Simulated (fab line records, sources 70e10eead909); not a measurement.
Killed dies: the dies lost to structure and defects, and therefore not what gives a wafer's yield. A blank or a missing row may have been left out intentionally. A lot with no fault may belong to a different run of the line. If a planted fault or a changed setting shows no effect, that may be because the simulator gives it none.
Chamber matching | flow nand_harc | NHARC_A_CHANNEL_FILL_D1_ALD_25 on ald_hk-04 has 4 sister chambers
The step deposits SiOx, target thk 60 nm, pulse time 10 s, ald cycles 600. 4 wafers are shown with their chamber, then 8 later ones without.

WAFERS PAIRED WITH THEIR CHAMBERS
wafer  | chamber | heater_power_w (W)
L086.2 | 2       | 467
L086.4 | 0       | 434
L086.6 | 3       | 480
L091.1 | 1       | 518

WAFERS MISSING THEIR CHAMBER
wafer  | heater_power_w (W)
L091.3 | 471
L091.4 | 462
L093.2 | 436
L093.1 | 500
L093.5 | 462
L097.3 | 502
L097.4 | 449
L097.6 | 502

WHICH CHAMBER EACH ONE RAN IN
wafer  | from the rows above          | in truth
L091.3 | can't be placed: 2 or 3      | 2
L091.4 | can't be placed: 2 or 3 or 0 | 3
L093.2 | 0                            | 0
L093.1 | can't be placed: 1 or 3 or 2 | 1
L093.5 | can't be placed: 2 or 3 or 0 | 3
L097.3 | can't be placed: 1 or 3 or 2 | 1
L097.4 | can't be placed: 0 or 2 or 3 | 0
L097.6 | can't be placed: 1 or 3 or 2 | 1
Correctly placed: 1 of 8. Not placeable from these rows: 7 (in 7, the candidates include the true chamber). Number placed wrongly: 0.
How it was worked out, from the rows above alone: a wafer's distance from a chamber is the root of the sum, over the readings, of the square of ((its reading less the chamber's mean) divided by the reading's scatter). If the next closest chamber is less than 2 further off than the closest, the wafer can't be placed; otherwise it belongs to the closest. Each chamber's mean is taken over the wafers shown for it. The scatter (one wafer shown for each chamber): square how far every hidden wafer sits from the nearest shown wafer, average those squares and take the square root.
